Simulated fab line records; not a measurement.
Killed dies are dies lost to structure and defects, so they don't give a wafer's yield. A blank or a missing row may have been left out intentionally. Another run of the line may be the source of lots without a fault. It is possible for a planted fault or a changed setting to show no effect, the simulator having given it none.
fab line records	flow n5_finfet
record lots=7	wafers=39
route steps=1938 shown ZERO_LAYER@4 FIN_SAQP@130 SD_EPI_N@278 HKMG_FIN@429 MOL_CONTACT_COAG@586 BEOL_M0_SAQP@640
start_h: hours from the record's first day to the start of the lot's first wafer shown	wait_h: time in hours since the lot's previous step	" same as the row above	L1.1+2: a single row standing in for several wafers	- value missing, or start not given	* or withheld: withheld	< > ~ a bound
route shown NAME@n: NAME is a module with steps in the file, n the number in the route of the first one	usual: mean/standard deviation of fault-free wafers	same: alike in all rows	chamber/n: place in a boat	sites: the reading at each site	_std_site: standard deviation of those values	_edge_site: inner sites' mean taken away from outer sites' mean	radius_mm: how far each site lies from the wafer's centre	mask NAME#n: copy n	behind: the last tool/chamber to shape the wafer	hold: reason for holding the lot/hours on hold/outcome of the hold	device: the n, p or np transistor that did not switch	end of line: the same wafers' tests at the end of the route	step lacking rows: just its recipe	killed: at the first sort, the dies lost to defects and structure; wafer yield is something else	map: dies across one wafer; x = killed, . = not, _ = none there
set.NAME: the setting that was run; set.NAME@STEP: the one run at that earlier step	model.NAME: the simulator's own value behind a step, which no gauge read
lots where settings were altered on purpose, with a table for each step and a row for each wafer
## steps
# step N5_ZERO_LAYER_PECVD_02
# recipe material=SiO2	target_thk_a=100	temp_c=400	precursor=SiH4/N2O	pressure_torr=0.75	rf_w=275	time_s=6
lot.wafer	tool	chamber	start_h	wait_h	set.time_s	model.SiO2_of_ZERO_LAYER_PECVD_02.thk_nm
L074.1	pecvd-04	1	12.28	0.0	2.408	3.897
L074.2	"	2	"	"	6	10.04
L074.3	"	0	"	"	6	9.983
L074.4	"	1	"	"	2.408	3.911
L074.5	"	2	"	"	6	10.05
L074.6	"	0	"	"	2.408	4.101
L075.1	pecvd-03	0	18.28	0.0	2.682	4.446
L075.2	"	1	"	"	6	9.681
L075.3	"	1	"	"	2.682	4.494
L075.4	"	0	"	"	6	10.12
L075.5	"	1	"	"	2.682	4.611
L075.6	"	0	"	"	6	10.03
L082.2	pecvd-02	0	60.29	0.0	6	9.941
L082.3	"	2	"	"	6	10.07
L082.6	"	0	"	"	6	10.15
L088.1	pecvd-02	1	96.28	0.0	6	10.12
L088.2	"	2	"	"	8.635	14.21
L088.3	"	1	"	"	8.635	14.36
L088.4+6	"	2	"	"	6	10.08
L088.5	"	1	"	"	8.635	14.49
L089.1	pecvd-02	1	102.29	0.0	6	9.967
L089.2	"	2	"	"	6	10
L089.3	"	2	"	"	9.183	15.5
L089.4	"	1	"	"	6	10.04
L089.5	"	1	"	"	9.183	15.64
L089.6	"	2	"	"	9.183	15.41
L094.1	pecvd-03	0	132.28	0.0	4.245	7.22
L094.2	"	1	"	"	6	9.903
L094.3	"	2	"	"	6	9.854
L094.4	"	0	"	"	6	10.4
L094.5	"	2	"	"	4.245	7.071
L094.6	"	1	"	"	4.245	7.089
L096.1+5	pecvd-02	0	144.29	0.0	6	9.627
L096.2	"	1	"	"	6	9.728
L096.3	"	2	"	"	4.209	6.812
L096.4	"	1	"	"	4.209	7.136
L096.6	"	2	"	"	4.209	7
# step N5_FIN_SAQP_ETCH_65
# recipe chemistry=CF4	target=SiO2	target_depth_a=40	ion_energy_ev=350	time_s=4.4	pressure_mtorr=10	icp_w=800	bias_w=400	cf4_flow_sccm=80
lot.wafer	tool	chamber	start_h	wait_h	set.time_s	model.etch.depth_nm
L074.1	rie_si-04	2	26.19	0.1	4.4	4.157
L074.2	"	3	"	"	3.377	3.05
L074.3	"	0	"	"	4.4	3.987
L074.4	"	1	"	"	3.377	3.067
L074.5	"	1	"	"	3.377	3.088
L074.6	"	2	"	"	4.4	4.124
L075.1	rie_si-06	1	30.09	0.1	2.713	2.451
L075.2	"	0	"	"	4.4	4.12
L075.3	"	2	"	"	2.713	2.463
L075.4	"	3	"	"	4.4	3.997
L075.5	"	1	"	"	4.4	3.956
L075.6	"	2	"	"	2.713	2.45
L082.2	rie_si-06	1	73.03	0.1	4.4	3.962
L082.3	"	0	"	"	4.4	4.146
L082.6	"	1	"	"	4.4	3.973
L088.1	rie_si-02	2	111.54	0.1	4.4	4.026
L088.2	"	3	"	"	4.4	3.96
L088.3	"	1	"	"	3.367	2.959
L088.4	"	0	"	"	4.4	4.04
L088.5	"	0	"	"	3.367	3.118
L088.6	"	3	"	"	3.367	3.035
L089.1	rie_si-04	3	114.57	0.1	4.4	3.87
L089.2	"	1	"	"	6.227	5.573
L089.3	"	0	"	"	4.4	3.863
L089.4	"	2	"	"	4.4	4.055
L089.5	"	0	"	"	6.227	5.441
L089.6	"	1	"	"	6.227	5.564
L094.1	rie_si-06	3	144.58	0.1	6.672	6.079
L094.2	"	2	"	"	4.4	3.974
L094.3	"	0	"	"	4.4	4.168
L094.4	"	1	"	"	6.672	6.039
L094.5	"	0	"	"	6.672	6.289
L094.6	"	3	"	"	4.4	4.01
L096.1	rie_si-06	3	157.80	0.1	5.858	5.336
L096.2	"	2	"	"	4.4	3.953
L096.3	"	0	"	"	5.858	5.478
L096.4	"	1	"	"	4.4	3.954
L096.5	"	2	"	"	4.4	3.949
L096.6	"	1	"	"	5.858	5.287
# step N5_SD_EPI_N_ETCH_45
# recipe chemistry=CH3F/O2	target=SiOCN	target_depth_a=60	mask_material=SOC	ion_energy_ev=60	bias_w=29	pressure_mtorr=15	source_w=410	Ar_flow_sccm=150	CH3F_flow_sccm=30	O2_flow_sccm=20
lot.wafer	tool	chamber	start_h	wait_h	set.target_depth_a	model.etch.depth_nm
L074.1	rie_diel-06	1	55.23	0.1	60	6.153
L074.2	"	0	"	"	48.87	4.941
L074.3	"	3	"	"	60	6.068
L074.4	"	3	"	"	60	6.092
L074.5	"	1	"	"	48.87	5.011
L074.6	"	0	"	"	48.87	4.936
L075.1	rie_diel-05	0	55.89	0.1	60	5.986
L075.2	"	2	"	"	31.8	3.195
L075.3	"	3	"	"	31.8	3.109
L075.4	"	3	"	"	60	5.93
L075.5	"	0	"	"	60	6.024
L075.6	"	2	"	"	31.8	3.211
L082.2	rie_diel-06	2	99.97	0.1	60	6.17
L082.3	"	3	"	"	60	6.087
L082.6	"	3	"	"	60	6.056
L088.1	rie_diel-06	1	136.13	0.1	60	6.132
L088.2	"	2	"	"	60	6.108
L088.3	"	0	"	"	60	6.044
L088.4	"	3	"	"	46.54	4.713
L088.5	"	0	"	"	46.54	4.712
L088.6	"	1	"	"	46.54	4.749
L089.1	rie_diel-04	2	139.45	0.1	60	5.871
L089.2	"	3	"	"	60	6.147
L089.3	"	0	"	"	36.49	3.542
L089.4	"	3	"	"	36.49	3.726
L089.5	"	0	"	"	36.49	3.531
L089.6	"	2	"	"	60	5.919
L094.1	rie_diel-05	0	172.05	0.1	48.93	4.894
L094.2	"	1	"	"	48.93	4.845
L094.3	"	3	"	"	60	5.868
L094.4	"	2	"	"	48.93	4.851
L094.5	"	2	"	"	60	5.986
L094.6	"	1	"	"	60	5.945
L096.1	rie_diel-04	2	186.78	0.1	37.91	3.728
L096.2	"	1	"	"	37.91	3.882
L096.3	"	3	"	"	37.91	3.844
L096.4	"	0	"	"	60	5.768
L096.5	"	3	"	"	60	6.145
L096.6	"	0	"	"	60	5.78
# step N5_HKMG_FIN_DEVELOP_11
# recipe develop_time_s=30	developer=TMAH	resist=CAR-ArF	dev_temp_c=23	rinse_liquid=diw	dry=air_spin
lot.wafer	tool	chamber	start_h	wait_h	set.develop_time_s
L074.1+2+3	litho_track-02	0	-	-	21.84
L074.4+5+6	"	0	"	"	30
L075.1+2+3	litho_track-02	0	-	-	22.06
L075.4+5+6	"	0	"	"	30
L082.2+3+6	litho_track-03	0	-	-	30
L088.1+2+3+4+5+6	litho_track-05	0	-	-	30
L089.1+5+6	litho_track-05	0	-	-	16.29
L089.2+3+4	"	0	"	"	30
L094.1+2+5	litho_track-03	0	-	-	45.9
L094.3+4+6	"	0	"	"	30
L096.1+5+6	litho_track-05	0	-	-	30
L096.2+3+4	"	0	"	"	14.22
# step N5_HKMG_FIN_CD_MEAS_12
# recipe target_cd_nm=92.8	landing_energy_ev=500	detector=se_inlens
# usual cd_nm=93.0/0.63
lot.wafer	tool	chamber	start_h	wait_h	set.develop_time_s@HKMG_FIN_DEVELOP_11	cd_nm
L074.1	cd_sem-02	0	80.75	-	21.84	92.0
L074.2	"	0	"	"	21.84	92.2
L074.3	"	0	"	"	21.84	92.3
L074.4	"	0	"	"	30	93.7
L074.5	"	0	"	"	30	93.2
L074.6	"	0	"	"	30	93.3
L075.1	cd_sem-03	0	83.26	-	22.06	91.6
L075.2	"	0	"	"	22.06	92.0
L075.3	"	0	"	"	22.06	91.5
L075.4	"	0	"	"	30	93.5
L075.5	"	0	"	"	30	92.9
L075.6	"	0	"	"	30	93.0
L082.2	cd_sem-02	0	127.20	-	30	93.0
L082.3	"	0	"	"	30	92.4
L082.6	"	0	"	"	30	92.9
L088.1	cd_sem-01	0	161.15	-	30	93.9
L088.2	"	0	"	"	30	94.3
L088.3	"	0	"	"	30	92.7
L088.4	"	0	"	"	30	94.2
L088.5	"	0	"	"	30	94.3
L088.6	"	0	"	"	30	94.0
L089.1	cd_sem-02	0	164.92	-	16.29	89.8
L089.2	"	0	"	"	30	92.8
L089.3	"	0	"	"	30	92.9
L089.4	"	0	"	"	30	93.4
L089.5	"	0	"	"	16.29	90.2
L089.6	"	0	"	"	16.29	89.5
L094.1	cd_sem-03	0	198.43	-	45.9	94.4
L094.2	"	0	"	"	45.9	95.3
L094.3	"	0	"	"	30	92.8
L094.4	"	0	"	"	30	93.6
L094.5	"	0	"	"	45.9	95.2
L094.6	"	0	"	"	30	93.7
L096.1	cd_sem-03	0	213.56	-	30	93.3
L096.2	"	0	"	"	14.22	89.3
L096.3	"	0	"	"	14.22	89.8
L096.4	"	0	"	"	14.22	89.4
L096.5	"	0	"	"	30	92.2
L096.6	"	0	"	"	30	92.6
# step N5_MOL_CONTACT_COAG_VIA_ETCH_46
# recipe chemistry=C4F6/O2	target_depth_a=460	overetch_a=92	mask_material=SOC	target=SiO2	bias_w=455	pressure_mtorr=10	time_s=40	source_w=325	Ar_flow_sccm=300	C4F6_flow_sccm=10	O2_flow_sccm=10	ion_energy_ev=575.3	ends=end_point
lot.wafer	tool	chamber	start_h	wait_h	set.target_depth_a	model.etch.depth_nm	model.SOC_of_MOL_CONTACT_COAG_COAT_75.thk_nm
L074.1	rie_diel-06	0	107.90	0.0	337.6	43.64	52.4
L074.2	"	1	"	"	460	45.34	50.6
L074.3	"	2	"	"	460	45.77	50.8
L074.4	"	3	"	"	337.6	43.38	52.4
L074.5	"	0	"	"	337.6	43.63	52
L074.6	"	1	"	"	460	46.26	50.4
L075.1	rie_diel-06	3	108.29	0.0	702.2	46.14	48.2
L075.2	"	0	"	"	460	45.22	50.8
L075.3	"	2	"	"	460	45.68	50.6
L075.4	"	1	"	"	460	46.4	50.4
L075.5	"	0	"	"	702.2	46.3	48.2
L075.6	"	1	"	"	702.2	46.61	47.6
L082.2	rie_diel-06	2	149.00	0.0	460	45.21	50.8
L082.3	"	1	"	"	460	45.08	50.4
L082.6	"	2	"	"	460	45.61	50.6
L088.1	rie_diel-05	0	185.58	0.0	460	45.03	50.8
L088.2	"	2	"	"	460	45.77	50.8
L088.3	"	1	"	"	460	45.61	51
L088.4	"	1	"	"	460	45.75	51
L088.5	"	0	"	"	460	46.3	50.8
L088.6	"	2	"	"	460	46.62	50.8
L089.1	rie_diel-05	2	188.11	0.0	221.5	31.17	53.8
L089.2	"	0	"	"	460	46.49	50.8
L089.3	"	1	"	"	460	45.43	51
L089.4	"	2	"	"	221.5	31.08	53.8
L089.5	"	0	"	"	221.5	31.36	53.6
L089.6	"	1	"	"	460	46.9	50.8
L094.1	rie_diel-05	1	224.54	0.0	720.9	45.21	48
L094.2	"	3	"	"	460	46.16	50.8
L094.3	"	2	"	"	720.9	45.97	47.8
L094.4	"	0	"	"	460	46.62	50.8
L094.5	"	2	"	"	720.9	46.53	48
L094.6	"	3	"	"	460	46.59	50.8
L096.1	rie_diel-05	3	239.62	0.0	544.6	44.8	49.6
L096.2	"	2	"	"	544.6	45.43	49.6
L096.3	"	0	"	"	460	44.97	50.4
L096.4	"	1	"	"	544.6	45.8	49.8
L096.5	"	0	"	"	460	45.95	50.4
L096.6	"	3	"	"	460	45.79	50.8
# step N5_MOL_CONTACT_COAG_STRIP_96
# recipe chemistry=N2/H2	power_w=500	temp_c=40	pressure_mtorr=50	rf_frequency_hz=6e+07	overash_fraction=0.3	bias_power_w=28	h2_frac=0.5	n2_flow_sccm=300	h2_flow_sccm=300
# step N5_MOL_CONTACT_COAG_ETCH_47
# recipe chemistry=CH3F/O2	target=SiNx	target_depth_a=270	mask_material=SiO2	stop_on=W	over_etch_frac=0.2	ion_energy_ev=120	endpoint=OES-CN	pressure_mtorr=30	source_w=395	bias_w=73	Ar_flow_sccm=150	CH3F_flow_sccm=30	O2_flow_sccm=20	ends=end_point
# usual etch_rf_on_time_s=31.2/0.58
lot.wafer	tool	chamber	start_h	wait_h	set.target_depth_a@MOL_CONTACT_COAG_VIA_ETCH_46	etch_rf_on_time_s
L074.1	rie_diel-06	0	108.00	0.0	337.6	30.5
L074.2	"	1	"	"	460	30.5
L074.3	"	2	"	"	460	30.5
L074.4	"	3	"	"	337.6	30.6
L074.5	"	0	"	"	337.6	30.6
L074.6	"	1	"	"	460	30.4
L075.1	rie_diel-06	3	108.39	0.0	702.2	30.4
L075.2	"	0	"	"	460	31.0
L075.3	"	2	"	"	460	30.7
L075.4	"	1	"	"	460	30.3
L075.5	"	0	"	"	702.2	30.5
L075.6	"	1	"	"	702.2	30.7
L082.2	rie_diel-06	2	149.10	0.0	460	31.1
L082.3	"	1	"	"	460	31.1
L082.6	"	2	"	"	460	31.1
L088.1	rie_diel-05	0	185.69	0.0	460	31.2
L088.2	"	2	"	"	460	31.9
L088.3	"	1	"	"	460	31.8
L088.4	"	1	"	"	460	31.7
L088.5	"	0	"	"	460	31.4
L088.6	"	2	"	"	460	31.4
L089.1	rie_diel-05	2	188.22	0.0	221.5	50.8
L089.2	"	0	"	"	460	31.1
L089.3	"	1	"	"	460	31.6
L089.4	"	2	"	"	221.5	50.8
L089.5	"	0	"	"	221.5	50.8
L089.6	"	1	"	"	460	31.8
L094.1	rie_diel-05	1	224.65	0.0	720.9	32.1
L094.2	"	3	"	"	460	31.3
L094.3	"	2	"	"	720.9	31.1
L094.4	"	0	"	"	460	31.6
L094.5	"	2	"	"	720.9	31.2
L094.6	"	3	"	"	460	31.6
L096.1	rie_diel-05	3	239.73	0.0	544.6	31.6
L096.2	"	2	"	"	544.6	31.1
L096.3	"	0	"	"	460	31.6
L096.4	"	1	"	"	544.6	32.0
L096.5	"	0	"	"	460	31.3
L096.6	"	3	"	"	460	31.7
# step N5_BEOL_M0_SAQP_HM_DEP_111
# recipe material=SiO2	target_thk_a=120	temp_c=400	precursor=SiH4/N2O	pressure_torr=0.75	rf_w=275	time_s=7.2
lot.wafer	tool	chamber	start_h	wait_h	set.target_thk_a	model.SiO2_of_BEOL_M0_SAQP_HM_DEP_111.thk_nm
L074.1	pecvd-02	2	116.88	0.0	120	11.6
L074.2+4	"	1	"	"	120	12
L074.3+5	"	2	"	"	120	11.8
L074.6	"	1	"	"	120	12.2
L075.1	pecvd-02	2	118.83	0.0	120	11.8
L075.2+6	"	1,2	"	"	169.4	16.8
L075.3	"	2	"	"	120	11.6
L075.4	"	1	"	"	120	12
L075.5	"	1	"	"	169.4	17
L082.2+3	pecvd-01	0,2	155.38	0.0	120	11.8
L082.6	"	1	"	"	120	12.2
L088.1+5	pecvd-03	0,1	192.26	0.0	120	12.2
L088.2+3+6	"	2,1,2	"	"	52.04	5.4
L088.4	"	0	"	"	120	12.6
L089.1+3	pecvd-01	0,2	195.95	0.0	154	15.2
L089.2	"	1	"	"	120	11.6
L089.4	"	1	"	"	120	12
L089.5	"	0	"	"	120	12.2
L089.6	"	2	"	"	154	15.4
L094.1	pecvd-02	2	233.04	0.0	175.7	17.2
L094.2	"	1	"	"	175.7	17.6
L094.3	"	0	"	"	120	11.6
L094.4+5	"	0,2	"	"	120	12
L094.6	"	1	"	"	175.7	17.8
L096.1	pecvd-01	0	245.81	0.0	120	11.6
L096.2+3+4+5	"	2,1,2,1	"	"	120	11.8
L096.6	"	0	"	"	120	12
# step N5_BEOL_M0_SAQP_COAT_81
# recipe resist=SOC	temp_c=250	time_s=60	spin_rpm=1500	resist_thk_nm=100
# step N5_BEOL_M0_SAQP_COAT_82
# recipe resist=SiARC	temp_c=220	time_s=60	spin_rpm=1500	resist_thk_nm=30
# step N5_BEOL_M0_SAQP_ETCH_84
# recipe chemistry=N2/H2	target=SOC	target_depth_a=1000	overetch_a=200	mask_material=SiARC	temp_c=40	time_s=150	ion_energy_ev=200	pressure_mtorr=30	source_w=840	bias_w=150	n2_flow_sccm=200	h2_flow_sccm=200
# step N5_BEOL_M0_SAQP_STRIP_80
# recipe chemistry=N2/H2	temp_c=40	n2_flow_sccm=200	h2_flow_sccm=200	rf_frequency_hz=6e+07
# step N5_BEOL_M0_SAQP_HM_OPEN_112
# recipe chemistry=CHF3/O2	target=SiO2	stop_on=a-Si	target_depth_a=120	over_etch_frac=1.25	mask_material=SOC	time_s=13.5	pressure_mtorr=30	source_w=650	bias_w=170	Ar_flow_sccm=200	CHF3_flow_sccm=50	O2_flow_sccm=5	ion_energy_ev=200	ends=end_point
lot.wafer	tool	chamber	start_h	wait_h	set.target_thk_a@BEOL_M0_SAQP_HM_DEP_111	model.etch.depth_nm
L074.1	rie_diel-02	2	117.63	0.0	120	11.7
L074.2	"	1	"	"	120	12
L074.3	"	0	"	"	120	11.87
L074.4	"	1	"	"	120	12.08
L074.5	"	0	"	"	120	11.79
L074.6	"	2	"	"	120	12.24
L075.1	rie_diel-03	3	119.46	0.0	120	11.75
L075.2	"	1	"	"	169.4	16.78
L075.3	"	0	"	"	120	11.59
L075.4	"	2	"	"	120	11.94
L075.5	"	1	"	"	169.4	16.91
L075.6	"	0	"	"	169.4	16.81
L082.2	rie_diel-02	2	156.11	0.0	120	11.89
L082.3	"	3	"	"	120	11.73
L082.6	"	3	"	"	120	12.29
L088.1	rie_diel-01	1	192.99	0.0	120	12.22
L088.2	"	0	"	"	52.04	5.31
L088.3	"	3	"	"	52.04	5.317
L088.4	"	2	"	"	120	12.57
L088.5	"	1	"	"	120	12.14
L088.6	"	2	"	"	52.04	5.332
L089.1	rie_diel-01	3	196.71	0.0	154	15.25
L089.2	"	0	"	"	120	11.66
L089.3	"	2	"	"	154	15.27
L089.4	"	1	"	"	120	11.96
L089.5	"	1	"	"	120	12.12
L089.6	"	2	"	"	154	15.37
L094.1	rie_diel-01	1	233.77	0.0	175.7	17.28
L094.2	"	0	"	"	175.7	17.56
L094.3	"	2	"	"	120	11.52
L094.4	"	3	"	"	120	11.97
L094.5	"	0	"	"	120	12.05
L094.6	"	3	"	"	175.7	17.72
L096.1	rie_diel-01	2	248.24	0.0	120	11.62
L096.2	"	3	"	"	120	11.76
L096.3	"	0	"	"	120	11.73
L096.4	"	1	"	"	120	11.83
L096.5	"	1	"	"	120	11.79
L096.6	"	0	"	"	120	12.08
## key
split step=N5_ZERO_LAYER_PECVD_02	setting=time_s	stated=6	by=wafer
response step=N5_ZERO_LAYER_PECVD_02	reading=model.SiO2_of_ZERO_LAYER_PECVD_02.thk_nm	change=+0.0996	per=1%	r=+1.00
split step=N5_FIN_SAQP_ETCH_65	setting=time_s	stated=4.4	by=wafer
response step=N5_FIN_SAQP_ETCH_65	reading=model.etch.depth_nm	change=+0.0407	per=1%	r=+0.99
split step=N5_SD_EPI_N_ETCH_45	setting=target_depth_a	stated=60	by=wafer
response step=N5_SD_EPI_N_ETCH_45	reading=model.etch.depth_nm	change=+0.0594	per=1%	r=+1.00
split step=N5_HKMG_FIN_DEVELOP_11	setting=develop_time_s	stated=30	by=wafer
response step=N5_HKMG_FIN_CD_MEAS_12	reading=cd_nm	change=+0.0518	per=1%	r=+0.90
split step=N5_MOL_CONTACT_COAG_VIA_ETCH_46	setting=target_depth_a	stated=460	by=wafer
response step=N5_MOL_CONTACT_COAG_VIA_ETCH_46	reading=model.etch.depth_nm	shape=bent	at_lowest=31.2	at_stated=45.86	at_highest=45.9
response step=N5_MOL_CONTACT_COAG_VIA_ETCH_46	reading=model.SOC_of_MOL_CONTACT_COAG_COAT_75.thk_nm	change=-0.0523	per=1%	r=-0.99
response step=N5_MOL_CONTACT_COAG_ETCH_47	reading=etch_rf_on_time_s	shape=bent	at_lowest=*	at_stated=*	at_highest=*
split step=N5_BEOL_M0_SAQP_HM_DEP_111	setting=target_thk_a	stated=120	by=wafer
response step=N5_BEOL_M0_SAQP_HM_DEP_111	reading=model.SiO2_of_BEOL_M0_SAQP_HM_DEP_111.thk_nm	change=+0.122	per=1%	r=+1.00
response step=N5_BEOL_M0_SAQP_HM_OPEN_112	reading=model.etch.depth_nm	change=+0.123	per=1%	r=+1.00
